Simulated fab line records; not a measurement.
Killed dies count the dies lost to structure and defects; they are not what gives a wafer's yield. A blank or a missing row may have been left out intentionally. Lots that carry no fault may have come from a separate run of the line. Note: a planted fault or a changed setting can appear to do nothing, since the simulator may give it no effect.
Which tool was responsible? -- flow n5-finfet -- 24 lots, 72 wafers sampled, at 3 steps of a route of 1938

== WHAT THE GAUGES SHOWED, per wafer ==
N5_BEOL_M3_OCD_MEAS_38.
lot,measured,on,trench-depth-nm (nm)
L076,day 8 04:46,ocd-02,54.6 54.6 54.7
L075,day 8 08:03,ocd-01,53.7 54.4 54.6
L077,day 8 07:59,ocd-01,54.8 54.5 55.0
L078,day 8 15:38,ocd-01,56.5 56.5 55.4
L074,day 8 21:51,ocd-02,57.6 53.0 53.5
L079,day 9 00:44,ocd-02,54.5 54.5 54.8
L080,day 9 05:20,ocd-02,53.7 57.6 54.7
L081,day 9 11:46,ocd-01,53.3 53.1 53.1
L082,day 9 11:50,ocd-01,53.8 56.6 55.7
L083,day 9 20:29,ocd-02,55.2 57.7 54.6
L084,day 9 20:23,ocd-02,53.8 55.0 57.0
L085,day 9 23:20,ocd-01,57.0 55.7 56.8
L086,day 10 15:25,ocd-01,53.8 56.5 55.5
L088,day 11 17:46,ocd-01,53.6 53.7 54.6
L090,day 11 20:20,ocd-02,53.9 53.7 53.9
L089,day 11 23:14,ocd-02,57.2 56.9 56.0
L087,day 12 02:52,ocd-01,55.8 57.2 53.3
L092,day 12 07:27,ocd-01,56.1 57.2 57.1
L091,day 12 03:20,ocd-02,53.9 54.3 54.8
L093,day 12 21:32,ocd-02,56.9 53.5 52.8
L094,day 13 12:42,ocd-01,55.0 57.6 53.7
L095,day 13 15:30,ocd-02,57.8 53.7 53.4
L096,day 13 18:31,ocd-01,52.9 54.5 53.5
L097,day 13 18:42,ocd-02,55.8 56.5 56.9

== EACH LOT AND THE TOOL THAT RAN IT (in order: tool; ch and the chambers of the sampled wafers; start) ==
lot,N5_BEOL_M3_STRIP_19,N5_BEOL_M3_STRIP_36
L076,"rie-diel-02 ch 0,1,3, day 7 19:47","rie-diel-02 ch 1,3, day 8 04:34"
L075,"rie-diel-06 ch 0,2, day 8 01:13","rie-diel-06 ch 1,3, day 8 07:52"
L077,"rie-diel-06 ch 0,1,2, day 8 01:59","rie-diel-02 ch 2,3, day 8 07:47"
L078,"rie-diel-04 ch 0,1, day 8 13:38","rie-diel-06 ch 0,3, day 8 15:26"
L074,"rie-diel-02 ch 0,2, day 8 19:16","rie-diel-04 ch 0,1,3, day 8 21:39"
L079,"rie-diel-02 ch 0,2, day 8 19:19","rie-diel-02 ch 0,1, day 9 00:33"
L080,"rie-diel-06 ch 2,3, day 8 23:32","rie-diel-04 ch 1,3, day 9 05:09"
L081,"rie-diel-02 ch 0,2, day 9 01:40","rie-diel-04 ch 0,1, day 9 11:35"
L082,"rie-diel-02 ch 0,1,3, day 9 06:17","rie-diel-06 ch 0,1,2, day 9 11:39"
L083,"rie-diel-02 ch 0,2,3, day 9 06:22","rie-diel-06 ch 0,2,3, day 9 20:17"
L084,"rie-diel-02 ch 0,1,2, day 9 15:56","rie-diel-04 ch 0,1,3, day 9 20:12"
L085,"rie-diel-04 ch 0,3, day 9 19:52","rie-diel-06 ch 0,3, day 9 23:08"
L086,"rie-diel-04 ch 0,3, day 10 09:19","rie-diel-06 ch 0,1,2, day 10 15:13"
L088,"rie-diel-04 ch 1,2,3, day 11 03:01","rie-diel-02 ch 0,1,3, day 11 17:35"
L090,"rie-diel-02 ch 0,1,3, day 11 06:05","rie-diel-02 ch 0,1, day 11 20:08"
L089,"rie-diel-02 ch 0,1,2, day 11 07:13","rie-diel-04 ch 0,2,3, day 11 23:02"
L087,"rie-diel-02 ch 0,2, day 11 22:34","rie-diel-06 ch 0,1,2, day 12 02:40"
L092,"rie-diel-04 ch 0,2, day 12 00:38","rie-diel-04 ch 0,2,3, day 12 07:16"
L091,"rie-diel-04 ch 0,2, day 12 01:02","rie-diel-02 ch 1,2, day 12 03:08"
L093,"rie-diel-06 ch 0,1,2, day 12 13:35","rie-diel-02 ch 0,1,3, day 12 21:20"
L094,"rie-diel-06 ch 0,1,2, day 12 18:56","rie-diel-02 ch 0,1, day 13 12:30"
L095,"rie-diel-02 ch 1,2,3, day 12 22:07","rie-diel-02 ch 0,2,3, day 13 15:19"
L096,"rie-diel-06 ch 0,2,3, day 12 23:17","rie-diel-02 ch 1,2,3, day 13 18:19"
L097,"rie-diel-06 ch 1,2,3, day 13 02:58","rie-diel-04 ch 0,2, day 13 18:30"
- N5_BEOL_M3_STRIP_19: strips in O2.
- N5_BEOL_M3_STRIP_36: strips in N2/H2.

== AS READ BY THE TOOLS THEMSELVES (means over the sampled wafers that have a number; for cases with no such wafer, the mark the record gives instead) ==
N5_BEOL_M3_STRIP_19.
lot,tool,chamber-pressure-mTorr (mTorr),drypump-motor-current-A (A),o2-flow-sccm (sccm),oes-product-au (a.u.),rf-vpp-V (V),showerhead-plenum-p-Torr (Torr),throttle-valve-pct (%)
L076,rie-diel-02,29.996,6.1,224.9,0.79,3.9,2.07,16.72
L075,rie-diel-06,30.010,5.9,225.2,0.81,4.4,2.19,16.45
L077,rie-diel-06,30.000,5.9,225.1,0.77,3.2,2.11,16.55
L078,rie-diel-04,29.989,6.0,224.6,0.66,3.6,2.04,16.95
L074,rie-diel-02,29.978,6.1,224.9,0.77,3.7,2.03,16.65
L079,rie-diel-02,30.004,6.1,225.9,0.78,3.4,2.03,16.67
L080,rie-diel-06,29.990,5.9,224.5,0.81,4.0,2.09,16.78
L081,rie-diel-02,30.023,6.1,225.1,0.77,3.8,2.03,16.67
L082,rie-diel-02,30.006,6.1,224.4,0.78,3.7,2.07,16.75
L083,rie-diel-02,30.011,5.9,224.3,0.83,3.5,2.09,16.63
L084,rie-diel-02,29.982,5.9,225.0,0.78,3.8,2.07,16.73
L085,rie-diel-04,30.006,6.0,224.8,0.73,3.9,2.04,16.88
L086,rie-diel-04,30.047,5.7,224.5,0.77,4.0,2.08,16.64
L088,rie-diel-04,29.994,5.5,225.4,0.74,3.3,2.13,16.72
L090,rie-diel-02,29.993,6.1,224.5,0.76,3.8,2.07,16.77
L089,rie-diel-02,30.001,5.9,225.1,0.76,3.7,2.06,16.75
L087,rie-diel-02,29.984,5.7,225.4,0.81,3.4,2.07,16.65
L092,rie-diel-04,30.014,6.0,225.1,0.91,3.4,2.24,16.73
L091,rie-diel-04,30.005,5.7,225.1,0.84,3.6,2.23,16.82
L093,rie-diel-06,30.004,5.9,225.8,0.83,3.8,2.19,16.46
L094,rie-diel-06,29.999,5.9,225.0,0.83,4.2,2.19,16.46
L095,rie-diel-02,30.005,5.7,225.1,0.81,3.5,2.12,16.73
L096,rie-diel-06,29.986,5.9,225.5,0.79,3.6,2.12,16.64
L097,rie-diel-06,30.003,5.9,225.4,0.81,3.6,2.14,16.64

N5_BEOL_M3_STRIP_36.
lot,tool,chamber-pressure-mTorr (mTorr),drypump-motor-current-A (A),oes-product-au (a.u.),rf-vpp-V (V),showerhead-plenum-p-Torr (Torr),throttle-valve-pct (%)
L076,rie-diel-02,19.98,5.9,0.86,58.9,2.58,23.7
L075,rie-diel-06,20.01,5.9,0.79,59.7,2.44,24.2
L077,rie-diel-02,20.00,5.5,0.92,57.6,2.60,23.6
L078,rie-diel-06,20.03,5.9,0.88,60.8,2.55,23.5
L074,rie-diel-04,20.00,5.9,0.72,58.5,2.50,23.9
L079,rie-diel-02,20.01,6.1,0.73,59.2,2.49,24.0
L080,rie-diel-04,20.01,5.7,0.73,59.9,2.54,23.9
L081,rie-diel-04,19.99,6.1,0.67,58.1,2.43,24.1
L082,rie-diel-06,20.02,6.0,0.87,57.8,2.64,23.4
L083,rie-diel-06,20.02,5.9,0.82,59.3,2.57,23.6
L084,rie-diel-04,20.03,5.9,0.72,58.9,2.49,23.9
L085,rie-diel-06,19.97,5.8,0.87,58.6,2.54,23.5
L086,rie-diel-06,19.99,5.9,0.86,58.9,2.64,23.4
L088,rie-diel-02,19.99,6.1,0.75,59.4,2.50,23.9
L090,rie-diel-02,19.99,6.3,0.69,58.4,2.43,24.0
L089,rie-diel-04,20.02,5.7,0.85,59.3,2.65,23.7
L087,rie-diel-06,19.99,6.0,0.83,60.3,2.64,23.4
L092,rie-diel-04,19.99,5.7,0.84,59.8,2.65,23.7
L091,rie-diel-02,19.97,5.7,0.77,59.2,2.55,24.1
L093,rie-diel-02,19.99,6.1,0.86,60.6,2.60,23.8
L094,rie-diel-02,20.00,6.1,0.80,60.1,2.58,24.0
L095,rie-diel-02,20.01,5.9,0.89,59.8,2.62,23.6
L096,rie-diel-02,19.98,5.7,0.80,59.4,2.56,23.9
L097,rie-diel-04,19.97,6.0,0.88,60.2,2.69,23.8

== THE ANSWER, worked out from the rows above alone ==
Rule: the usual values come from the lots themselves. Put in order of their means at a reading, lots are off if they are a third of the lots or fewer, leave a main group of 4 or more, and stand apart from it by a gap of 3 or more times the standard deviation of the main group's means; of several such gaps the widest counts. A main group is skipped when, at the precision printed for the reading in the tables above, its means are all equal. A lot without any number at a reading at which 4 lots or more have one is off too. The other lots that the step has rows for count as sound. Order of review: gauges by route order, followed by the tools' own readings, for which a lot's mean as printed above is used. The first step at which some lot is off is used, and at that step the reading that is off furthest; a lot without a number counts as furthest.
No lot is off on any of the readings shown, so nothing can be concluded from this.

== WHAT THE SIMULATOR PUT IN ==
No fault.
